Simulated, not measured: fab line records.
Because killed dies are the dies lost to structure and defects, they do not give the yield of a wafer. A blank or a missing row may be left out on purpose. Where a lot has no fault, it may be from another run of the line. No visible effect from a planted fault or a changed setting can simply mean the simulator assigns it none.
Matching of chambers	flow n5-finfet	rie-diel-04 running N5_MOL_CONTACT_COAG_ETCH_15: 4 sister chambers
The step etches SiNx in CH3F/O2, stops on Si:P, target depth 7 nm. 8 wafers are shown with their chamber, then 8 later ones without.

WAFERS WITH THEIR CHAMBER
wafer	chamber	drypump-motor-current-A (A)	throttle-valve-pct (%)
L127.5	0	6.8	16.72
L129.2	0	6.8	16.72
L129.3	2	6.2	15.95
L132.3	3	5.3	16.52
L132.6	1	6.0	16.67
L134.1	1	6.1	16.66
L134.6	2	6.2	15.94
L145.2	3	5.3	16.58

WAFERS WITHOUT THEIR CHAMBER
wafer	drypump-motor-current-A (A)	throttle-valve-pct (%)
L145.3	6.8	16.77
L145.6	5.3	16.57
L146.1	6.0	16.73
L146.3	5.3	16.58
L146.4	6.8	16.77
L147.3	5.3	16.59
L147.5	6.1	15.98
L147.6	5.3	16.59

WHICH CHAMBER EACH ONE RAN IN
wafer	from the rows above	in truth
L145.3	0	0
L145.6	3	3
L146.1	1	1
L146.3	3	3
L146.4	0	0
L147.3	3	3
L147.5	2	2
L147.6	3	3
Correct placement for 8 of the 8. Left unplaced by these rows: 0. Placed wrongly: 0.
How it was worked out, from the rows above alone: a wafer's distance from a chamber is the root of the sum, over the readings, of the square of ((its reading less the chamber's mean) divided by the reading's scatter). If the next closest chamber is less than 2 further off than the closest, the wafer can't be placed; otherwise it belongs to the closest. The mean given for a chamber averages the wafers shown for that chamber. The scatter: the root of (the sum of the squares of (reading less its chamber's mean) over the shown wafers, divided by (wafers less chambers)).
